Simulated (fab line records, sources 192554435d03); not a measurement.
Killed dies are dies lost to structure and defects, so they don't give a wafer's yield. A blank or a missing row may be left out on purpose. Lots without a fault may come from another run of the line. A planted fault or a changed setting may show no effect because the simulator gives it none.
Split-lot experiment | flow n5_finfet | 7 lots, 21 wafers read, on a route of 1938 steps

THE SPLIT
At N5_BEOL_M6_VIA_ETCH_34 (etches SiCOH lowk in C4F6/O2, target depth 126.3 nm, time 50.9 s), the setting time_s was moved away from the recipe's 50.9 s on 9 of the 21 wafers read, by -19.3% to +16.1%. The other wafers ran this setting at the recipe's value.

The reading is taken at the split's own step.

THE READING
SOC_of_BEOL_M6_COAT_63.thk_nm (the simulator's own value, which no gauge read), in nm, at N5_BEOL_M6_VIA_ETCH_34 (etches SiCOH lowk in C4F6/O2, target depth 126.3 nm, time 50.9 s). The file gives no usual value for it. The 12 wafers here that ran the recipe average 53.9 nm, standard deviation 0.24 nm.

wafer  | tool, chamber at the split | time_s as run, s | against the recipe | SOC_of_BEOL_M6_COAT_63.thk_nm, nm | against lot-mates on the recipe
L075.1 | rie_diel-03, 2             | 50.9             | recipe             | 53.6                              | -
L075.3 | rie_diel-03, 1             | 50.9             | recipe             | 53.6                              | -
L075.4 | rie_diel-03, 3             | 50.9             | recipe             | 53.4                              | -
L077.1 | rie_diel-03, 2             | 56.68            | +11.4%             | 53.6                              | -0.6
L077.2 | rie_diel-03, 0             | 50.9             | recipe             | 54.2                              | -
L077.6 | rie_diel-03, 0             | 56.68            | +11.4%             | 53.4                              | -0.8
L083.3 | rie_diel-03, 1             | 41.09            | -19.3%             | 55                                | +1.0
L083.4 | rie_diel-03, 2             | 50.9             | recipe             | 54                                | -
L083.6 | rie_diel-03, 0             | 41.09            | -19.3%             | 55                                | +1.0
L090.1 | rie_diel-01, 3             | 58.53            | +15.0%             | 52.8                              | -1.1
L090.4 | rie_diel-01, 2             | 50.9             | recipe             | 53.8                              | -
L090.5 | rie_diel-01, 0             | 50.9             | recipe             | 54                                | -
L091.1 | rie_diel-03, 1             | 44.41            | -12.8%             | 54.8                              | +0.8
L091.4 | rie_diel-03, 1             | 50.9             | recipe             | 54                                | -
L091.5 | rie_diel-03, 0             | 44.41            | -12.8%             | 54.6                              | +0.6
L094.3 | rie_diel-03, 2             | 50.9             | recipe             | 54                                | -
L094.5 | rie_diel-03, 1             | 50.9             | recipe             | 54.2                              | -
L094.6 | rie_diel-03, 2             | 50.9             | recipe             | 53.8                              | -
L095.2 | rie_diel-04, 0             | 50.9             | recipe             | 54                                | -
L095.4 | rie_diel-04, 1             | 59.09            | +16.1%             | 53                                | -1.0
L095.6 | rie_diel-04, 0             | 59.09            | +16.1%             | 53                                | -1.0

THE FIT
A straight line over all 21 wafers: SOC_of_BEOL_M6_COAT_63.thk_nm changes by -0.0568 nm for each +1% of time_s; r = -0.94; the points scatter about the line by 0.22 nm.
The same after taking each lot's own level away (the mean of its wafers on the recipe; 21 wafers): -0.0584 nm for each +1%; r = -0.98; scatter 0.11 nm.
On that fit, the largest move of time_s shifts the reading by 1.1 nm.
The lots' own levels span 53.53 to 54.20 nm, that is 2.8 times the standard deviation above.
So the lot-to-lot level changes the slope little: the two slopes agree.
Check: with one of the wafers moved furthest among these (-19.3%) left out of the fit, the line predicts +1.12 nm for it against its lot-mates. It came out at +1 nm against them.

OTHER SPLITS ON THESE WAFERS
These wafers also went through other splits before the reading. Each is held against what the fit with the lots' levels taken away leaves over:
other split on the same wafers | wafers away from the commonest value | r with SOC_of_BEOL_M6_COAT_63.thk_nm (lot level and that fit taken away)
N5_BEOL_M6_COAT_22 spin_rpm    | 2                                    | -0.29
N5_BEOL_M6_DESCUM_33 time_s    | 4                                    | -0.20

THE WHOLE CHAIN: every reading that the file lists as answering this split, in the file's order
step                   | what it does                                                     | reading                                                                        | change (the file's fit)                | r (the file's)
N5_BEOL_M6_VIA_ETCH_34 | etches SiCOH lowk in C4F6/O2, target depth 126.3 nm, time 50.9 s | etch.depth_nm (the simulator's own value, which no gauge read)                 | +1.25 nm for each +1% of the setting   | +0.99
N5_BEOL_M6_VIA_ETCH_34 | etches SiCOH lowk in C4F6/O2, target depth 126.3 nm, time 50.9 s | SOC_of_BEOL_M6_COAT_63.thk_nm (the simulator's own value, which no gauge read) | -0.0599 nm for each +1% of the setting | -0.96

THE FILE'S OWN FIT
SOC_of_BEOL_M6_COAT_63.thk_nm changes by -0.0599 nm for each +1% of time_s, r = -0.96.
